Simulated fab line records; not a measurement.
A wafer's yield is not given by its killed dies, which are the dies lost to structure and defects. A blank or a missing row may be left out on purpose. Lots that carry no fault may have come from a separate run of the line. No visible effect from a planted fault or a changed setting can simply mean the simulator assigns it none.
Struck lot and sound lot, side by side    flow n5-finfet    30 steps out of a route of 1938
Sound: wafers L397.1, L397.2, L397.6. Struck: wafers L404.1, L404.3, L404.5. The cause is named last.
For every step that has rows: the tool of each side, followed by ch and its chambers, followed by its first start. Under that, the readings that differ: sound wafers    struck wafers    difference of the means    sigmas: that difference in standard deviations of wafers without a fault.
alike: same words and numbers on both sides, and readings whose means sit less than 2 such deviations apart. not compared: any withheld reading, any reading some wafer has no value for, any bound like >300 that may hide the same value, and any number with overlapping values for which the record gives no deviation.
Wherever a step has rows on one side only, a row that says differs or no value, or a row with sigmas, the two part there. Numbers that don't overlap but have no deviation are shown without sigmas and don't part them. Lack of a reading on every wafer of one side parts them only where that side has two or more wafers.

first, 11 steps without rows for these wafers: N5_FIN_SAQP_MANDREL_ETCH_58 (etches a-Si in HBr/Cl2, stops on SiNx, target depth 45 nm, bt time 10 s, time 27 s); N5_FIN_SAQP_RECESS_63 (chemistry HF/NH3, target SiO2, target depth 18 nm, afs cycles 3, sublimation time 60 s); N5_FIN_SAQP_COAT_68 (time 60 s, resist thk 100 nm); N5_FIN_SAQP_ETCH_69 (etches SOC in N2/H2, stops on SiNx, target depth 150 nm); N5_FIN_SAQP_ETCH_67 (etches SiNx in CH3F/O2, target depth 30 nm); N5_FIN_SAQP_STRIP_70 (strips in N2/H2); N5_FIN_SAQP_RECESS_71 (chemistry HF/NH3, target SiO2, target depth 3 nm, afs cycles 1, sublimation time 60 s); N5_FIN_SAQP_SPACER2_ALD_28 (deposits SiO2, target thk 8.1 nm, pulse time 1 s, purge time 2 s); N5_FIN_SAQP_SPACER2_ETCHBACK_29 (etches SiO2 in CHF3/O2, target depth 12.2 nm, time 6.1 s); N5_FIN_SAQP_MANDREL2_REMOVE_60 (chemistry HBr/Cl2/O2, target a-Si, stops on SiNx, bt time 10 s); N5_FIN_SAQP_HM_OPEN_33 (chemistry CH3F/O2, target SiNx, target depth 49.4 nm, time 70.6 s).
N5_FIN_SAQP_ETCH_34: etches SiO2 in C4F6/O2, target depth 45 nm, time 15 s.
  sound on rie-diel-02 ch 1,2,3, day 3 13:59; struck on rie-diel-02 ch 0,2,3, day 5 10:22
  alike: drypump-motor-current-A, etch-rf-on-time-s, oes-product-au, rf-vpp-V, showerhead-plenum-p-Torr, throttle-valve-pct
  not compared: rf-hours-counter-h
then, 6 steps without rows for these wafers: N5_FIN_SAQP_STRIP_77 (strips in N2/H2, time 90 s); N5_FIN_SAQP_ETCH_64 (etches SiO2 in CF4, target depth 1.5 nm); N5_FIN_SAQP_FIN_ETCH_36 (etches the open film in HBr/Cl2/O2, target depth 120 nm, time 50.4 s); N5_FIN_SAQP_PRECLEAN_38 (cleans in O3/DIW, time 45 s); N5_FIN_SAQP_PRECLEAN_45 (cleans in dHF, time 10 s); N5_FIN_SAQP_SRD_39 (time 30 s).
N5_FIN_SAQP_INSPECT_40: inspects for defects (brightfield).
  sound: defect-inspect-02 at day 3 14:28; struck: defect-inspect-01 at day 5 10:50
reading           sound        struck       difference  sigmas
raw-defect-count  135 234 116  453 429 467  +288        +5
then, 9 steps without rows for these wafers: N5_FIN_CUT_COAT_18 (time 60 s, resist thk 230 nm); N5_FIN_CUT_COAT_19 (time 60 s, resist thk 20 nm); N5_FIN_CUT_COAT_29 (time 60 s, resist thk 10 nm); N5_FIN_CUT_COAT_02 (resist thk 30 nm); N5_FIN_CUT_EBR_04; N5_FIN_CUT_SOFTBAKE_03 (time 60 s); N5_FIN_CUT_EXPOSE_05 (exposes mask FIN CUT); N5_FIN_CUT_PEB_06 (peb time 60 s); N5_FIN_CUT_DEVELOP_07 (develop time 30 s).
N5_FIN_CUT_INSPECT_10: inspects for defects (brightfield).
  sound: defect-inspect-02 at day 3 15:05; struck: defect-inspect-02 at day 5 11:13
reading           sound     struck       difference  sigmas
raw-defect-count  32 43 23  286 289 295  +257        +23
then, 1 step without rows for these wafers: N5_FIN_CUT_DESCUM_13 (chemistry O2, time 7 s).

## WHERE THEY PART
Last at N5_FIN_CUT_INSPECT_10 as far as this record goes, first at N5_FIN_SAQP_INSPECT_40.

WHY: the cause the simulator had injected
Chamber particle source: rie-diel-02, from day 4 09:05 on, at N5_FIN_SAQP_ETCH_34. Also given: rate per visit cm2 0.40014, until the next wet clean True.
